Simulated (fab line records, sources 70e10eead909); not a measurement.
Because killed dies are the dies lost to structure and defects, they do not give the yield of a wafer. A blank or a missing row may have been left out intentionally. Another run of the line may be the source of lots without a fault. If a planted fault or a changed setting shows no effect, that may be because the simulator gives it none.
Matching of chambers | flow nandHarc | NHARC_A_WL_FILL_ALD_00 on aldHk-04: 4 sister chambers
The step deposits Al2O3, target thk 3 nm, pulse time 3 s, ald cycles 30. 14 wafers are shown with their chamber, then 7 later ones without.

## WAFERS WITH THEIR CHAMBER
wafer  | chamber | heaterPowerOuterW (W) | heaterPowerW (W) | precursorPulseHeightRel
L574.1 | 3       | 257                   | 436              | 1.022
L574.2 | 0       | 207                   | 376              | 0.987
L574.6 | 2       | 259                   | 454              | 0.938
L577.1 | 1       | 249                   | 451              | 0.998
L577.4 | 0       | 205                   | 365              | 0.992
L577.5 | 0       | 202                   | 367              | 0.980
L576.3 | 1       | 243                   | 438              | 0.979
L576.5 | 0       | 209                   | 364              | 0.989
L576.6 | 3       | 250                   | 442              | 0.998
L583.2 | 2       | 255                   | 465              | 0.991
L583.4 | 0       | 208                   | 375              | 1.004
L583.5 | 0       | 206                   | 381              | 0.996
L581.3 | 1       | 241                   | 460              | 1.004
L581.4 | 2       | 263                   | 461              | 1.037

SIGNATURES (averages over the wafers above)
reading                 | chamber 0 | chamber 1 | chamber 2 | chamber 3 | scatter within a chamber
heaterPowerOuterW       | 206.17    | 244.33    | 259.00    | 253.50    | 3.49
heaterPowerW            | 371.33    | 449.67    | 460.00    | 439.00    | 7.52
precursorPulseHeightRel | 0.99133   | 0.99367   | 0.98867   | 1.01000   | 0.0242
Rule: a wafer's distance from a chamber is the root of the sum, over the readings, of the square of ((its reading less the chamber's mean) divided by the reading's scatter). If the next closest chamber is less than 2 further off than the closest, the wafer can't be placed; otherwise it belongs to the closest. How the scatter is found: for the shown wafers, subtract from each reading the mean of its chamber, square and add these, divide the total by (wafers less chambers), then take the root.

## WAFERS WITH NO CHAMBER GIVEN
wafer  | heaterPowerOuterW (W) | heaterPowerW (W) | precursorPulseHeightRel
L581.6 | 264                   | 440              | 0.965
L588.2 | 242                   | 446              | 0.994
L588.3 | 204                   | 368              | 1.042
L588.5 | 255                   | 442              | 1.004
L585.4 | 204                   | 373              | 1.012
L585.5 | 208                   | 382              | 1.009
L585.6 | 248                   | 449              | 1.032

## CHAMBER TAKEN BY EACH
wafer  | from the rows above     | in truth
L581.6 | can't be placed: 2 or 3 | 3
L588.2 | 1                       | 1
L588.3 | 0                       | 0
L588.5 | 3                       | 3
L585.4 | 0                       | 0
L585.5 | 0                       | 0
L585.6 | can't be placed: 1 or 3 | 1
Correct placement for 5 of the 7. Can't be placed from these rows: 2 (the true chamber is among the candidates in 2). 0 placed wrongly.
